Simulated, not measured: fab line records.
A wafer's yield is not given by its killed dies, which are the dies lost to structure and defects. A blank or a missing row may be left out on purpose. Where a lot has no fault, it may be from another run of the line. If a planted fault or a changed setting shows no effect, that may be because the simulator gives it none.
Which tool was responsible? | flow n5_finfet | 36 wafers from 12 lots sampled at 3 of the route's 1938 steps

== WHAT EACH GAUGE READ, for each wafer ==
N5_BEOL_M2_OVL_MEAS_29.
lot  | measured     | on         | V1_OVL (nm)
L075 | day 6 20:30  | overlay-02 | -0.4 0.1 -0.5
L077 | day 7 10:04  | overlay-02 | -0.3 0.5 -0.6
L079 | day 7 17:23  | overlay-01 | 0.8 1.3 1.5
L081 | day 8 07:09  | overlay-01 | 0.8 0.9 1.1
L083 | day 8 20:18  | overlay-01 | 0.2 0.9 1.4
L085 | day 9 15:58  | overlay-02 | 0.9 -0.5 0.0
L087 | day 9 21:19  | overlay-02 | 0.0 -0.2 -0.4
L089 | day 10 08:49 | overlay-02 | 0.0 0.7 0.6
L090 | day 10 16:28 | overlay-02 | -0.1 0.5 0.5
L092 | day 11 19:43 | overlay-01 | 1.6 1.4 1.2
L095 | day 12 06:53 | overlay-01 | 0.1 0.4 -0.8
L097 | day 12 16:02 | overlay-01 | -0.7 -0.4 -1.2

== TOOL THAT RAN EACH LOT (tool first, then ch and the chambers of the sampled wafers, then the start) ==
lot  | N5_BEOL_M2_HM_DEP_02         | N5_BEOL_M2_ETCH_63
L075 | pvd_sputter-03, day 6 18:49  | rie_diel-02 ch 0,3, day 6 19:38
L077 | pvd_sputter-01, day 7 08:32  | rie_diel-04 ch 0,1, day 7 09:07
L079 | pvd_sputter-01, day 7 15:40  | rie_diel-02 ch 0,2,3, day 7 16:25
L081 | pvd_sputter-01, day 8 05:40  | rie_diel-04 ch 0,2,3, day 8 06:15
L083 | pvd_sputter-01, day 8 18:50  | rie_diel-04 ch 0,2, day 8 19:25
L085 | pvd_sputter-01, day 9 14:31  | rie_diel-02 ch 0,1,3, day 9 15:06
L087 | pvd_sputter-01, day 9 19:34  | rie_diel-02 ch 0,1,3, day 9 20:33
L089 | pvd_sputter-03, day 10 07:31 | rie_diel-02 ch 0,3, day 10 08:05
L090 | pvd_sputter-01, day 10 15:01 | rie_diel-04 ch 0,2,3, day 10 15:35
L092 | pvd_sputter-03, day 11 18:08 | rie_diel-05 ch 0,1,2, day 11 18:50
L095 | pvd_sputter-01, day 12 05:26 | rie_diel-05 ch 0,2,3, day 12 06:00
L097 | pvd_sputter-02, day 12 14:36 | rie_diel-05 ch 0,3, day 12 15:10
- N5_BEOL_M2_HM_DEP_02: deposits TiN, target thk 20 nm.
- N5_BEOL_M2_ETCH_63: etches SiARC in CF4, target depth 15.6 nm, time 26 s.

== THE ANSWER, worked out from the rows above alone ==
Rule: what is usual is taken from the lots themselves. Put in order of their means at a reading, lots are off if they are a third of the lots or fewer, leave a main group of 4 or more, and stand apart from it by a gap of 3 or more times the standard deviation of the main group's means; of several such gaps the widest counts. If all means in a main group match to the digits the tables above print for the reading, that group is not used. A lot without any number at a reading at which 4 lots or more have one is off too. Any other lot the step has rows for is counted as sound.
Across all readings shown, no lot is off: no conclusion can be drawn from this.

== WHAT HAD BEEN PUT IN BY THE SIMULATOR ==
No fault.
